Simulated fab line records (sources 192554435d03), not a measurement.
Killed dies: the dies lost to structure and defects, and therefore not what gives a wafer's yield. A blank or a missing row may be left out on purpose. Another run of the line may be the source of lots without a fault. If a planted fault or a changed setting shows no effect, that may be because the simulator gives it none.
fab line records	flow n5_finfet
record lots=9	wafers=27	last_day=18
route steps=1938 shown DUMMY_GATE@240 SPACER0@258 SD_EPI_N@262 BEOL_M4@1111
lots that met no fault: taken from a fault-free run of the same line
start_h: start of the lot's first displayed wafer, in hours after the record's first day	wait_h: how many hours have passed since the lot's step before this one	" unchanged from the row above	L1.1+2: a row that stands for several wafers	- no value, or no start given	* or withheld: withheld	< > ~ a bound
route shown NAME@n: NAME is a module with steps in the file, n the number in the route of the first one	usual: mean and standard deviation over wafers with no fault	same: alike in all rows	chamber/n: place in a boat	sites: readings site by site	_std_site: how widely they spread, as a standard deviation	_edge_site: mean of outer sites minus mean of inner sites	radius_mm: for every site, how far away it sits from the centre of the wafer	mask NAME#n: copy n	behind: tool/chamber where the wafer was last shaped	hold: cause of the lot's hold/its duration in hours/its outcome	device: the n, p or np transistor that did not switch	end of line: tests run on the same wafers once the route is complete	where a step has no rows: the recipe by itself	killed: not the wafer's yield, but the dies lost to structure and defects at the first sort	map: per-die view of a wafer (x killed, . not killed, _ where there is no die)
set.NAME: setting as actually run; set.NAME@STEP: the setting as run at that earlier step	model.NAME: the simulator's own value behind a step, which no gauge read
a sample of lots followed through the steps of the route, with each step as a table and each wafer as a row
services: when a tool's chamber went out of use (start_h, in hours from the record's first day, below 0 if earlier), for how many hours, and the reason
## steps
# step N5_DUMMY_GATE_TRIM_49
# recipe chemistry=O2	resist=SOC	time_s=29	target_cd_nm=14	source_power_w=300	bias_power_w=0	O2_flow_sccm=100	temp_c=20
# usual drypump_motor_current_A=5.9/0.42	he_backside_leak_sccm=2.91/0.28	oes_product_au=0.991/0.014	throttle_valve_pct=8.22/0.12
# same bias_power_w=0
lot.wafer	tool	chamber	start_h	wait_h	drypump_motor_current_A	he_backside_leak_sccm	oes_product_au	rf_hours_counter_h	throttle_valve_pct
L422.1	rie_si-05	2	46.98	0.0	6.2	3.25	0.986	117	8.28
L422.3	"	0	"	"	5.9	3.14	0.998	38	8.22
L422.6	"	0	"	"	5.9	3.15	1.003	-	8.22
L424.2	rie_si-03	1	60.22	0.0	5.1	2.67	0.990	185	8.46
L424.3	"	2	"	"	4.9	2.55	1.005	16	8.22
L424.6	"	0	"	"	6.1	2.90	1.001	-	8.25
L425.1	rie_si-05	2	73.25	0.0	6.2	3.00	0.992	118	8.28
L425.2	"	1	"	"	5.7	2.62	0.977	127	8.16
L425.4	"	3	"	"	6.0	3.02	0.985	70	8.12
L431.3	rie_si-05	3	100.97	0.0	6.0	3.27	0.987	71	8.10
L431.4	"	2	"	"	6.2	3.03	0.973	118	8.27
L431.5	"	2	"	"	6.2	3.20	0.981	-	8.26
L433.2	rie_si-02	1	115.27	0.0	6.2	2.86	0.976	148	8.17
L433.5	"	0	"	"	6.3	2.70	1.008	-	8.39
L433.6	"	2	"	"	6.0	2.60	1.009	-	7.95
L440.1	rie_si-05	0	160.03	0.0	5.9	3.16	1.011	40	8.22
L440.2	"	2	"	"	6.2	3.16	0.993	119	8.29
L440.4	"	3	"	"	6.0	3.00	0.978	72	8.11
L443.2	rie_si-05	0	173.36	0.0	5.9	3.25	1.010	40	8.22
L443.4	"	1	"	"	5.7	2.56	0.986	129	8.16
L443.5	"	1	"	"	5.7	2.67	0.967	-	8.17
L442.1	rie_si-02	0	173.57	0.0	6.4	2.84	1.001	154	8.39
L442.3	"	1	"	"	6.2	2.79	0.985	149	8.18
L442.6	"	3	"	"	6.5	3.24	0.986	-	8.16
L445.1	rie_si-02	2	185.65	0.0	5.9	2.49	1.006	8	7.98
L445.4	"	0	"	"	6.3	2.72	1.006	154	8.39
L445.6	"	3	"	"	6.5	3.17	0.996	-	8.18
# step N5_DUMMY_GATE_STRIP_48
# recipe chemistry=N2/H2	time_s=20	power_w=100	temp_c=40	pressure_mtorr=100	rf_frequency_hz=6e+07	bias_power_w=3	n2_flow_sccm=300	h2_flow_sccm=300
# usual bias_power_w=2.999/0.0084	drypump_motor_current_A=5.8/0.5	oes_product_au=0.80/0.083	rf_vpp_V=45.4/0.87	showerhead_plenum_p_Torr=3.43/0.1	throttle_valve_pct=12.15/0.25
lot.wafer	tool	chamber	start_h	wait_h	bias_power_w	drypump_motor_current_A	oes_product_au	rf_hours_counter_h	rf_vpp_V	showerhead_plenum_p_Torr	throttle_valve_pct
L422.1	rie_diel-04	3	47.72	0.0	2.996	5.7	0.71	209	45.0	3.50	12.15
L422.3	"	2	"	"	2.989	5.7	0.77	111	45.1	3.51	12.35
L422.6	"	3	"	"	3.015	5.7	0.72	-	47.1	3.50	12.16
L424.2	rie_diel-02	1	60.96	0.0	3.002	5.4	0.90	21	44.7	3.45	11.71
L424.3	"	2	"	"	3.007	6.6	0.69	249	45.9	3.48	12.38
L424.6	"	0	"	"	3.011	5.1	0.73	-	44.6	3.36	12.46
L425.1	rie_diel-03	1	73.99	0.0	3.011	6.0	0.76	137	45.1	3.24	12.26
L425.2	"	0	"	"	2.994	5.9	0.79	132	46.4	3.39	12.22
L425.4	"	2	"	"	3.002	5.0	0.83	72	45.5	3.40	12.12
L431.3	rie_diel-03	2	101.94	0.0	2.999	5.1	0.83	80	45.7	3.39	12.13
L431.4	"	0	"	"	3.010	5.9	0.78	139	45.4	3.39	12.26
L431.5	"	0	"	"	3.013	5.9	0.78	-	45.0	3.39	12.26
L433.2	rie_diel-04	0	116.13	0.0	2.997	5.6	0.73	163	44.6	3.34	12.36
L433.5	"	0	"	"	2.990	5.6	0.73	-	44.5	3.34	12.39
L433.6	"	3	"	"	2.996	5.8	0.70	-	47.0	3.49	12.22
L440.1	rie_diel-02	3	161.13	0.0	3.001	6.6	0.92	24	45.1	3.59	11.97
L440.2	"	0	"	"	2.997	5.1	0.71	193	45.4	3.34	12.52
L440.4	"	1	"	"	3.003	5.4	0.85	56	46.0	3.43	11.80
L443.2	rie_diel-04	3	174.16	0.0	3.009	5.8	0.70	248	45.6	3.48	12.25
L443.4	"	0	"	"	3.004	5.6	0.72	179	44.8	3.33	12.43
L443.5	"	0	"	"	3.010	5.6	0.72	-	46.0	3.33	12.42
L442.1	rie_diel-03	0	174.43	0.0	2.999	5.9	0.77	160	45.3	3.38	12.29
L442.3	"	3	"	"	2.998	5.6	0.88	31	45.7	3.58	11.80
L442.6	"	3	"	"	3.006	5.6	0.88	-	46.4	3.58	11.81
L445.1	rie_diel-03	2	186.39	0.0	2.992	5.0	0.80	104	46.1	3.38	12.20
L445.4	"	1	"	"	3.016	6.0	0.74	172	46.4	3.22	12.37
L445.6	"	2	"	"	2.993	5.0	0.79	-	45.6	3.38	12.20
# step N5_SPACER0_ALD_07
# recipe material=SiNx	target_thk_a=20	temp_c=400	ald_precursor_family=SiH2I2	ald_co_reactant=N2/H2-plasma	pressure_torr=2
# usual heater_power_w=843/94
lot.wafer	tool	chamber	start_h	wait_h	heater_power_w
L422.1	ald_sin-01	0	50.84	2.9	827
L422.3	"	3	"	"	786
L422.6	"	0	"	"	845
L424.2	ald_sin-01	2	61.41	0.3	935
L424.3	"	3	"	"	800
L424.6	"	3	"	"	785
L425.1	ald_sin-01	1	74.27	0.1	710
L425.2	"	3	"	"	785
L425.4	"	0	"	"	836
L431.3	ald_sin-04	3	102.25	0.0	993
L431.4	"	1	"	"	788
L431.5	"	3	"	"	982
L433.2	ald_sin-03	2	116.44	0.0	770
L433.5	"	0	"	"	922
L433.6	"	3	"	"	807
L440.1	ald_sin-03	2	161.35	0.0	777
L440.2	"	1	"	"	736
L440.4	"	0	"	"	939
L443.2	ald_sin-04	2	175.02	0.7	1052
L443.4	"	1	"	"	780
L443.5	"	0	"	"	952
L442.1	ald_sin-01	2	175.04	0.4	951
L442.3	"	3	"	"	806
L442.6	"	1	"	"	722
L445.1	ald_sin-03	3	187.13	0.5	851
L445.4	"	2	"	"	775
L445.6	"	3	"	"	804
# step N5_SD_EPI_N_COAT_32
# recipe resist=SOC	temp_c=250	time_s=60	spin_rpm=1500	resist_thk_nm=350
# usual heater_power_total_W=500.6/1.7	plate_temp_C=249.99/0.19
lot.wafer	tool	chamber	start_h	wait_h	heater_power_total_W	plate_temp_C
L422.1	litho_track-01	0	51.44	0.0	500.8	249.80
L422.3	"	0	"	"	498.0	249.81
L422.6	"	0	"	"	501.3	250.07
L424.2	litho_track-05	0	62.01	0.0	502.9	250.07
L424.3	"	0	"	"	501.4	250.29
L424.6	"	0	"	"	500.7	249.97
L425.1	litho_track-01	0	74.87	0.0	499.8	249.91
L425.2	"	0	"	"	498.6	249.94
L425.4	"	0	"	"	499.8	249.87
L431.3	litho_track-04	0	102.85	0.0	502.1	250.24
L431.4	"	0	"	"	498.4	250.38
L431.5	"	0	"	"	498.0	250.04
L433.2	litho_track-05	0	117.04	0.0	498.3	250.29
L433.5	"	0	"	"	503.3	250.06
L433.6	"	0	"	"	502.8	250.27
L440.1	litho_track-05	0	161.95	0.0	511.4	253.53
L440.2	"	0	"	"	510.8	254.06
L440.4	"	0	"	"	511.2	253.80
L443.2	litho_track-04	0	175.62	0.0	502.3	249.96
L443.4	"	0	"	"	502.3	249.59
L443.5	"	0	"	"	501.1	249.80
L442.1	litho_track-05	0	175.64	0.0	508.2	254.29
L442.3	"	0	"	"	509.2	254.27
L442.6	"	0	"	"	509.8	254.26
L445.1	litho_track-04	0	187.73	0.0	499.5	249.89
L445.4	"	0	"	"	499.9	249.85
L445.6	"	0	"	"	500.9	250.14
# step N5_BEOL_M4_RC_MEAS_101
# usual DIBL_N=35.9/1.4	DIBL_P=35.9/1.7	IOFF_N=0.160/0.026	IOFF_P=0.21/0.036	ION_N=672/11	ION_P=461/8.1	SS_N=71.4/0.54	SS_P=73.2/0.67	VT_N=249.3/2.7	VT_P=-250/3.9
lot.wafer	tool	chamber	start_h	wait_h	DIBL_N[mV/V]	DIBL_P[mV/V]	IOFF_N[nA/um]	IOFF_P[nA/um]	ION_N[uA/um]	ION_P[uA/um]	SS_N[mV/dec]	SS_P[mV/dec]	VT_N[mV]	VT_P[mV]
L422.1	prober-01	0	161.63	0.0	35.5	35.6	0.172	0.26	685	473	71.3	73.5	250.0	-243
L422.3	"	0	"	"	34.1	33.7	0.148	0.23	678	478	71.3	73.0	248.9	-246
L422.6	"	0	"	"	34.8	34.4	0.159	0.24	681	474	71.0	72.9	248.9	-244
L424.2	prober-01	0	192.44	0.2	34.8	34.6	0.127	0.20	660	460	71.4	71.7	253.8	-248
L424.3	"	0	"	"	36.4	37.3	0.172	0.26	683	474	71.5	73.3	250.2	-246
L424.6	"	0	"	"	32.5	32.9	0.114	0.19	669	470	70.7	72.3	250.5	-247
L425.1	prober-02	0	196.80	0.0	36.3	36.2	0.161	0.22	674	462	71.1	74.1	249.6	-247
L425.2	"	0	"	"	38.0	39.1	0.208	0.28	682	465	72.0	73.7	246.3	-248
L425.4	"	0	"	"	36.7	35.7	0.169	0.21	674	454	71.8	73.2	250.4	-247
L431.3	prober-02	0	221.33	0.3	35.6	34.3	0.140	0.19	666	456	71.3	72.4	253.3	-252
L431.4	"	0	"	"	35.7	35.1	0.142	0.19	663	457	70.9	72.9	251.2	-250
L431.5	"	0	"	"	36.2	34.6	0.146	0.19	670	462	71.1	72.4	250.4	-250
L433.2	prober-01	0	232.21	0.2	35.7	36.3	0.153	0.19	676	455	70.7	74.0	248.6	-255
L433.5	"	0	"	"	32.5	31.9	0.104	0.14	658	448	70.6	72.7	258.3	-257
L433.6	"	0	"	"	36.7	37.0	0.161	0.20	663	452	71.4	74.8	250.6	-255
L440.1	prober-01	0	276.40	0.0	37.8	38.4	0.207	0.23	679	458	72.8	73.4	246.9	-248
L440.2	"	0	"	"	34.7	34.8	0.137	0.18	658	456	71.4	72.3	250.4	-252
L440.4	"	0	"	"	37.3	38.4	0.178	0.23	672	459	72.2	74.3	245.6	-248
L443.2	prober-02	0	291.75	0.2	40.2	39.1	0.228	0.27	677	468	72.5	74.4	246.0	-248
L443.4	"	0	"	"	35.4	34.9	0.132	0.19	672	462	70.7	72.5	252.0	-254
L443.5	"	0	"	"	37.4	37.0	0.165	0.22	682	465	71.2	73.3	247.7	-249
L442.1	prober-02	0	309.35	0.0	36.1	34.4	0.142	0.15	664	450	70.9	72.8	249.5	-258
L442.3	"	0	"	"	37.1	36.0	0.142	0.17	643	441	71.9	73.1	253.3	-254
L442.6	"	0	"	"	37.0	36.6	0.158	0.18	674	450	71.8	73.2	248.2	-255
L445.1	prober-02	0	316.26	0.0	36.1	36.2	0.149	0.18	665	456	71.0	72.9	252.6	-253
L445.4	"	0	"	"	35.0	35.4	0.136	0.17	678	459	70.9	73.7	253.1	-255
L445.6	"	0	"	"	38.2	39.4	0.190	0.24	675	462	71.5	74.2	249.5	-248
## services
tool	chamber	start_h	hours	kind
rie_diel-02	3	25.41	6.7	repair
rie_si-02	1	36.88	11.0	repair
ald_sin-03	3	42.21	1.8	repair
rie_si-02	0	44.52	2.0	repair
ald_sin-03	-	44.84	14.6	pm
rie_diel-03	3	46.62	-	clean
rie_diel-03	3	46.62	-	consumable_replace:focus_ring
rie_diel-03	3	46.62	-	consumable_replace:showerhead
rie_diel-03	3	46.62	15.6	scheduled_down
rie_diel-03	3	46.62	15.6	vent_cycle
ald_sin-04	1	63.88	16.2	repair
ald_sin-01	-	93.35	1.7	repair
litho_track-04	-	98.93	-	consumable_replace:filter
rie_si-02	0	99.99	3.4	repair
ald_sin-03	2	102.83	8.4	repair
rie_si-02	3	103.74	15.8	repair
litho_track-05	-	124.73	-	consumable_replace:filter
rie_si-02	2	143.07	15.9	repair
rie_diel-03	-	163.99	0.5	repair
litho_track-05	-	173.90	-	consumable_replace:filter
rie_diel-03	2	175.88	5.3	repair
ald_sin-04	-	176.75	14.0	pm
rie_diel-04	3	179.20	-	clean
rie_diel-04	3	179.20	-	consumable_replace:focus_ring
## key
first_sign step=N5_SD_EPI_N_COAT_32	reading=plate_temp_C	direction=up	sigmas=21	usual=*	struck=*
effect step=N5_SD_EPI_N_COAT_32	reading=heater_power_total_W	direction=up	sigmas=5.6	usual=*	struck=*
met_at N5_SD_EPI_N_COAT_32
struck_lots L440,L442
not_acting_at N5_DUMMY_GATE_TRIM_49,N5_DUMMY_GATE_STRIP_48,N5_SPACER0_ALD_07
onset_between 117.04 161.95
fault kind=process_parameter_drift	tool=litho_track-05	chamber=-	onset_h=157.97	steps=N5_SD_EPI_N_COAT_32	channel=temp_c	offset=*	shape=step	end_h=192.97	acts_in=*	stated=*
